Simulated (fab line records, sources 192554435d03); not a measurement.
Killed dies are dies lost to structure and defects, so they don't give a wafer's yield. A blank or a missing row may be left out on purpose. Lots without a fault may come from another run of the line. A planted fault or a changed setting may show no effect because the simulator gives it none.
fab line records | flow n5_finfet | part 2 of 2: steps 5 to 6 of 6
record lots=24 wafers=72 last_day=18
route steps=1938 shown MOL_CONTACT_COAG@539 BEOL_M0_SAQP@636
lots that met no fault: from a run of the same line without faults
start_h: hours from the record's first day to the start of the lot's first wafer shown | wait_h: hours since the lot's step before | " the same as in the row above | L1.1+2: a row that stands for several wafers | - no value, or no start given | * or withheld: withheld | < > ~ a bound
route shown NAME@n: a module of which the file shows steps, and the number in the route of the first | usual: mean/standard deviation of fault-free wafers | same: alike in all rows | chamber/n: place in a boat | sites: the reading at each site | _std_site: their standard deviation | _edge_site: outer sites' mean less inner sites' | radius_mm: how far each site lies from the wafer's centre | mask NAME#n: copy n | behind: the tool/chamber that last shaped the wafer | hold: why the lot was held/for how many hours/how that ended | device: the transistor (n, p or np) that didn't switch | end of line: the same wafers' tests at the end of the route | a step without rows: its recipe alone | killed: dies lost to structure and defects at the first sort, not the wafer's yield | map: a wafer's dies, x killed, . not, _ none there
set.NAME: the setting as run; set.NAME@STEP: as run at that earlier step | model.NAME: the simulator's own value behind a step, which no gauge read
steps of the route over a sample of lots; a table a step, a row a wafer
services: from which hour (start_h, from the record's first day; less than 0 if before it) a tool's chamber was out of use, for how many hours, and why
## steps
# step N5_MOL_CONTACT_COAG_VIA_ETCH_117
# recipe chemistry=C4F6/O2 target_depth_a=400 overetch_a=80 mask_material=SOC target=SiO2 bias_w=455 pressure_mtorr=10 time_s=26 source_w=325 Ar_flow_sccm=300 C4F6_flow_sccm=10 O2_flow_sccm=10 ion_energy_ev=575.3 ends=end_point
# usual drypump_motor_current_A=5.6/0.53 oes_o_777_au=0.82/0.065 oes_product_au=0.74/0.057 rf_vpp_V=1588/30 showerhead_plenum_p_Torr=2.84/0.076 throttle_valve_pct=41.1/0.42
# columns lot.wafer tool chamber start_h wait_h drypump_motor_current_A oes_o_777_au oes_product_au rf_hours_counter_h rf_vpp_V showerhead_plenum_p_Torr throttle_valve_pct
L074.4 rie_diel-03 2 101.95 0.0 5.6 0.92 0.82 - 1573 2.91 40.7
L074.5 " 0 " " 5.4 0.88 0.77 - 1615 2.98 40.3
L074.6 " 1 " " 6.1 0.93 0.84 - 1640 2.92 40.8
L075.2 rie_diel-02 1 112.39 0.0 5.0 0.85 0.82 18 1584 2.82 41.3
L075.4 " 3 " " 5.4 0.78 0.71 125 1575 2.96 40.7
L075.6 " 0 " " 5.4 0.72 0.68 - 1577 2.85 41.1
L076.2 rie_diel-02 2 114.76 0.0 5.1 0.98 0.85 6 1527 2.79 41.8
L076.3 " 3 " " 5.4 0.79 0.72 125 1574 2.96 40.7
L076.5 " 3 " " 5.4 0.79 0.71 - 1574 2.96 40.7
L077.1 rie_diel-02 0 121.17 0.0 5.4 0.72 0.68 137 1576 2.85 41.1
L077.2 " 2 " " 5.1 0.97 0.85 9 1528 2.79 41.8
L077.5 " 1 " " 5.0 0.84 0.81 - 1585 2.81 41.3
L078.2 rie_diel-06 3 126.44 0.0 6.6 0.83 0.73 72 1591 2.89 41.7
L078.5 " 0 " " 6.3 0.88 0.81 - 1564 2.80 41.6
L078.6 " 1 " " 4.9 0.77 0.67 - 1635 2.73 41.0
L079.3 rie_diel-03 0 139.36 0.0 5.5 0.86 0.75 63 1614 2.98 40.3
L079.4 " 1 " " 6.1 0.89 0.82 31 1639 2.91 40.9
L079.5 " 2 " " 5.6 0.88 0.80 - 1573 2.90 40.7
L080.2 rie_diel-03 0 143.94 0.0 5.5 0.85 0.76 64 1615 2.98 40.3
L080.5 " 2 " " 5.6 0.88 0.79 - 1573 2.90 40.7
L080.6 " 1 " " 6.1 0.90 0.82 - 1641 2.91 40.9
L081.2 rie_diel-02 2 148.02 0.0 5.1 0.95 0.83 18 1527 2.78 41.8
L081.4 " 3 " " 5.4 0.77 0.70 137 1574 2.95 40.7
L081.5 " 1 " " 5.0 0.83 0.79 - 1586 2.81 41.3
L082.1 rie_diel-06 0 151.40 0.0 6.2 0.86 0.80 31 1564 2.80 41.6
L082.3 " 1 " " 4.9 0.76 0.67 155 1635 2.72 41.0
L082.5 " 0 " " 6.2 0.86 0.78 - 1561 2.80 41.6
L083.1 rie_diel-02 3 154.81 0.0 5.4 0.78 0.70 139 1575 2.95 40.7
L083.3 " 2 " " 5.1 0.94 0.82 20 1526 2.78 41.8
L083.4 " 0 " " 5.4 0.70 0.67 148 1576 2.85 41.1
L084.2 rie_diel-06 0 158.13 0.0 6.2 0.86 0.78 32 1563 2.80 41.6
L084.4 " 1 " " 4.8 0.75 0.67 157 1635 2.72 41.1
L084.6 " 0 " " 6.2 0.86 0.79 - 1563 2.80 41.6
L085.1 rie_diel-06 1 167.00 0.0 4.8 0.75 0.66 160 1635 2.72 41.1
L085.2 " 0 " " 6.2 0.85 0.79 34 1563 2.80 41.6
L085.6 " 2 " " 5.4 0.80 0.75 - 1588 2.77 41.3
L087.3 rie_diel-06 3 174.83 0.0 6.6 0.80 0.72 91 1591 2.88 41.7
L087.4 " 0 " " 6.2 0.85 0.78 36 1563 2.80 41.6
L087.5 " 3 " " 6.6 0.80 0.71 - 1592 2.88 41.7
L086.3 rie_diel-02 1 179.14 0.0 5.0 0.81 0.77 38 1583 2.81 41.3
L086.4 " 3 " " 5.4 0.76 0.69 146 1573 2.95 40.7
L086.5 " 0 " " 5.4 0.71 0.67 - 1577 2.84 41.1
L088.2 rie_diel-03 2 187.73 0.0 5.6 0.86 0.76 34 1574 2.90 40.7
L088.4 " 3 " " 6.0 0.75 0.66 136 1570 2.83 40.9
L088.5 " 2 " " 5.6 0.85 0.77 - 1573 2.90 40.7
L089.2 rie_diel-03 3 197.87 0.0 6.0 0.74 0.67 138 1569 2.83 40.9
L089.3 " 0 " " 5.5 0.84 0.74 78 1614 2.97 40.3
L089.5 " 2 " " 5.6 0.85 0.76 - 1572 2.90 40.7
L090.3 rie_diel-06 0 207.03 0.0 6.2 0.84 0.76 45 1564 2.79 41.6
L090.4 " 3 " " 6.6 0.80 0.69 100 1591 2.87 41.7
L090.5 " 1 " " 4.9 0.74 0.66 - 1633 2.72 41.1
L092.1 rie_diel-06 2 208.15 0.0 5.4 0.79 0.75 104 1586 2.76 41.3
L092.2 " 3 " " 6.6 0.80 0.71 101 1591 2.87 41.7
L092.3 " 1 " " 4.8 0.74 0.66 172 1635 2.72 41.1
L091.1 rie_diel-03 1 209.29 0.0 6.1 0.86 0.79 52 1638 2.90 40.9
L091.2 " 3 " " 6.0 0.74 0.66 142 1570 2.83 40.9
L091.3 " 2 " " 5.6 0.85 0.76 41 1571 2.89 40.7
L093.2 rie_diel-03 2 215.61 0.0 5.6 0.85 0.76 42 1572 2.89 40.7
L093.3 " 0 " " 5.5 0.84 0.74 83 1613 2.97 40.3
L093.4 " 1 " " 6.1 0.85 0.79 53 1640 2.90 40.9
L094.1 rie_diel-03 3 225.75 0.0 6.0 0.74 0.67 148 1569 2.83 40.9
L094.5 " 3 " " 6.0 0.73 0.66 - 1569 2.83 40.9
L094.6 " 2 " " 5.6 0.84 0.75 - 1574 2.89 40.7
L095.2 rie_diel-06 0 239.55 0.0 6.2 0.83 0.76 57 1563 2.79 41.6
L095.3 " 2 " " 5.4 0.78 0.73 117 1586 2.76 41.3
L095.4 " 0 " " 6.2 0.82 0.76 - 1562 2.79 41.6
L097.2 rie_diel-06 2 246.79 0.0 5.5 0.77 0.73 120 1588 2.75 41.3
L097.4 " 3 " " 6.6 0.78 0.69 113 1590 2.87 41.7
L097.5 " 1 " " 4.9 0.73 0.65 - 1633 2.71 41.1
L096.1 rie_diel-06 3 251.03 0.0 6.7 0.78 0.70 114 1591 2.87 41.7
L096.2 " 1 " " 4.8 0.73 0.66 188 1634 2.71 41.1
L096.4 " 0 " " 6.2 0.82 0.75 61 1562 2.79 41.6
# step N5_BEOL_M0_SAQP_PECVD_96
# recipe material=a-Si target_thk_a=450 temp_c=350 precursor=SiH4/He pressure_torr=3 rf_w=100 time_s=45.2
# usual heater_power_w=651/68 showerhead_plenum_p_Torr=5.67/0.039 throttle_valve_pct=17.9/0.77
# columns lot.wafer tool chamber start_h wait_h heater_power_w showerhead_plenum_p_Torr throttle_valve_pct
L074.4 pecvd-01 0 107.37 0.0 687 5.76 16.9
L074.5 " 1 " " 667 5.67 18.4
L074.6 " 2 " " 688 5.57 18.1
L075.2 pecvd-01 2 117.56 0.0 649 5.58 18.1
L075.4 " 1 " " 659 5.70 18.6
L075.6 " 2 " " 689 5.56 18.4
L076.2 pecvd-04 0 120.33 0.0 571 5.63 18.4
L076.3 " 1 " " 628 5.69 18.2
L076.5 " 0 " " 576 5.64 18.1
L077.1 pecvd-04 1 126.59 0.0 551 5.68 18.5
L077.2 " 2 " " 529 5.64 17.3
L077.5 " 0 " " 560 5.65 18.1
L078.2 pecvd-02 1 131.88 0.0 695 5.67 18.4
L078.5 " 2 " " 648 5.68 16.3
L078.6 " 1 " " 693 5.67 18.4
L079.3 pecvd-02 1 146.02 0.0 664 5.68 18.6
L079.4 " 0 " " 661 5.67 18.1
L079.5 " 0 " " 650 5.68 18.0
L080.2 pecvd-02 0 149.32 0.0 631 5.68 18.0
L080.5 " 1 " " 681 5.69 18.6
L080.6 " 0 " " 628 5.68 18.0
L081.2 pecvd-02 0 152.84 0.0 746 5.67 17.7
L081.4 " 0 " " 737 5.69 18.0
L081.5 " 2 " " 678 5.68 16.5
L082.1 pecvd-04 1 156.38 0.0 629 5.69 18.6
L082.3 " 0 " " 644 5.64 18.0
L082.5 " 0 " " 656 5.62 18.2
L083.1 pecvd-02 1 161.14 0.0 743 5.68 18.7
L083.3 " 0 " " 743 5.69 17.7
L083.4 " 2 " " 711 5.67 16.3
L085.1 pecvd-01 2 173.28 0.0 722 5.59 18.2
L085.2 " 0 " " 743 5.75 17.0
L085.6 " 0 " " 720 5.75 17.5
L084.2 pecvd-02 1 173.29 0.0 748 5.68 18.5
L084.4 " 1 " " 736 5.69 18.4
L084.6 " 1 " " 760 5.68 18.7
L087.3 pecvd-02 2 181.34 0.0 679 5.68 16.2
L087.4 " 0 " " 663 5.68 17.7
L087.5 " 1 " " 665 5.68 18.3
L086.3 pecvd-01 1 183.85 0.0 674 5.68 19.0
L086.4 " 1 " " 701 5.69 18.7
L086.5 " 0 " " 671 5.76 17.1
L088.2 pecvd-01 1 192.50 0.0 720 5.68 18.9
L088.4 " 1 " " 703 5.71 18.8
L088.5 " 0 " " 718 5.75 17.3
L089.2 pecvd-04 0 203.17 0.0 657 5.62 18.1
L089.3 " 1 " " 590 5.68 18.3
L089.5 " 1 " " 588 5.69 18.4
L090.3 pecvd-02 1 213.15 0.0 649 5.68 18.6
L090.4 " 1 " " 656 5.67 18.4
L090.5 " 0 " " 754 5.67 17.8
L092.1 pecvd-02 0 216.71 0.0 684 5.66 17.9
L092.2 " 1 " " 692 5.68 18.5
L092.3 " 2 " " 660 5.68 16.4
L091.1 pecvd-01 1 216.82 0.0 731 5.68 18.5
L091.2 " 0 " " 711 5.77 17.0
L091.3 " 1 " " 740 5.68 18.8
L093.2 pecvd-04 2 220.46 0.0 521 5.63 17.5
L093.3 " 2 " " 524 5.64 17.5
L093.4 " 1 " " 597 5.69 18.4
L094.1 pecvd-04 0 232.96 0.0 651 5.65 17.9
L094.5 " 2 " " 473 5.64 17.5
L094.6 " 1 " " 609 5.68 18.8
L095.2 pecvd-02 1 245.40 0.0 664 5.68 18.4
L095.3 " 0 " " 679 5.66 17.8
L095.4 " 2 " " 622 5.68 16.4
L097.2 pecvd-02 0 252.98 0.0 662 5.69 18.0
L097.4 " 1 " " 707 5.67 18.6
L097.5 " 0 " " 672 5.67 18.0
L096.1 pecvd-04 0 258.51 0.0 631 5.63 18.4
L096.2 " 1 " " 625 5.69 18.2
L096.4 " 0 " " 641 5.64 18.2
## services
# columns tool chamber start_h hours kind
rie_diel-03 2 68.24 - clean
rie_diel-03 2 68.24 - consumable_replace:focus_ring
rie_diel-03 2 68.24 21.9 scheduled_down
rie_diel-03 2 68.24 21.9 vent_cycle
ald_sin-01 0 70.25 20.8 repair
rie_diel-02 2 74.93 - clean
rie_diel-02 2 74.93 - consumable_replace:focus_ring
rie_diel-02 2 74.93 26.6 scheduled_down
rie_diel-06 - 100.57 14.6 pm
pecvd-02 - 104.29 2.8 pm
ald_sin-02 3 121.55 17.2 repair
ald_sin-02 - 130.27 0.4 repair
rie_diel-06 0 131.05 5.5 repair
pecvd-02 2 145.61 5.1 repair
pecvd-04 - 150.68 0.5 repair
rie_diel-06 0 162.38 3.7 repair
rie_diel-02 1 162.82 3.1 repair
ald_sin-03 - 166.93 1.7 repair
ald_sin-03 - 178.05 14.0 pm
pecvd-01 2 190.23 2.3 repair
pecvd-04 - 195.44 5.5 pm
pecvd-02 - 214.93 1.0 repair
rie_diel-06 3 237.05 5.0 repair
pecvd-01 - 255.43 0.8 repair
